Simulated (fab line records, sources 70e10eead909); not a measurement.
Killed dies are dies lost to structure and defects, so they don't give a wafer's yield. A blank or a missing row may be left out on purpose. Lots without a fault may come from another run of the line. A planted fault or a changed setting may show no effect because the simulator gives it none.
Problem report in the 8D (eight disciplines) form, filled by code | flow nand_harc | the parts of the form that need people (team, actions taken, sign-off) are left out

1. THE PROBLEM
time_to_endpoint_s at NHARC_A_M0_CMP_23 reads a mean of 54 s on 2 wafers of 2 lots; wafers without a fault read 29 s with a standard deviation of 3.3. That is +7.7 standard deviations from the usual mean.
The step: polishes, t overpolish 20 s, target thk 113.75 nm.
First seen on wafer L749.6, day 26 14:41, on cmp-02. The record holds 32 wafers of 11 lots with a number at this step. Rule for "out", or "out of limits": more than 4 standard deviations from the usual mean. The other wafers with a number count as sound.

2. WHAT IT IS AND WHAT IT IS NOT
question                    | is                 | is not
which readings at this step | time_to_endpoint_s | motor_current_A
which lots                  | L749, L751         | L741, L744, L748, L755, L756, L757, L758, L761, L762
which wafers of those lots  | L749.6, L751.6     | L749.3, L751.1, L751.5
read on which tools         | cmp-02, cmp-04     | cmp-03
when                        | from day 26 14:41  | up to then (10 sound wafers); but 20 sound wafers of L751, L755, L756, L757, L758, L761, L762 came after

3. SUSPECTS, AND WHAT RULES EACH OUT
Counting: a tool at a process step up to the reading stays a suspect if it ran every lot that is out. Sound lots after the first of them don't rule it out here, since some wafers of a struck lot are sound.
- rie_diel-01 at NHARC_A_M0_DESCUM_14 (chemistry O2, time 3 s): kept. It ran every lot that is out, first L749 (day 26 12:38); its last sound lot up to then is L748 (day 26 06:58).
- rie_diel-01 at NHARC_A_M0_STRIP_18 (strips in N2/H2): kept. It ran every lot that is out, first L749 (day 26 13:05); its last sound lot up to then is L744 (day 25 01:13).
- ecd_cu-02 at NHARC_A_M0_ECD_22 (material Cu, target thk 400 nm): kept. It ran every lot that is out, first L749 (day 26 14:04); its last sound lot up to then is L748 (day 26 08:29).
Left after counting: rie_diel-01 at NHARC_A_M0_DESCUM_14, rie_diel-01 at NHARC_A_M0_STRIP_18, ecd_cu-02 at NHARC_A_M0_ECD_22.

4. THE CAUSE (what the simulator had put in)
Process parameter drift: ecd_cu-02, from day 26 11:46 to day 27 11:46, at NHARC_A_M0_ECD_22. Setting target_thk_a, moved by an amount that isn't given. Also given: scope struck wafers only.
Counting left 3 suspects, and this tool is among them.

5. THE CHAIN OF EFFECTS, in route order
Each row: a reading whose mean over the struck wafers that have a number lies more than 3 standard deviations from the usual. Only readings for which the record gives a usual standard deviation are gone through. hours: the time from each lot's start at the first step in this table that gives one to its start at this step, as a median over the lots. sigmas: the change in usual standard deviations.
hours | step              | reading            | usual | on struck wafers | change | sigmas
0     | NHARC_A_M0_CMP_23 | time_to_endpoint_s | 29 s  | 54               | +26    | +7.7
The process steps in it:
- NHARC_A_M0_CMP_23: polishes, t overpolish 20 s, target thk 113.75 nm.

6. WHAT WOULD HAVE CAUGHT IT SOONER
In this record the first reading out of limits was taken at day 26 14:41, 3 hours after the fault began at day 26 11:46.
Of the tool readings at NHARC_A_M0_ECD_22 for which the record gives a usual standard deviation, none was out on any struck wafer, so an alarm limit of 4 standard deviations on them would not have fired.
Of the lots that are out (2), L751 began NHARC_A_M0_ECD_22 on ecd_cu-02 after day 26 14:41. A hold on the tool at that time would have spared it.
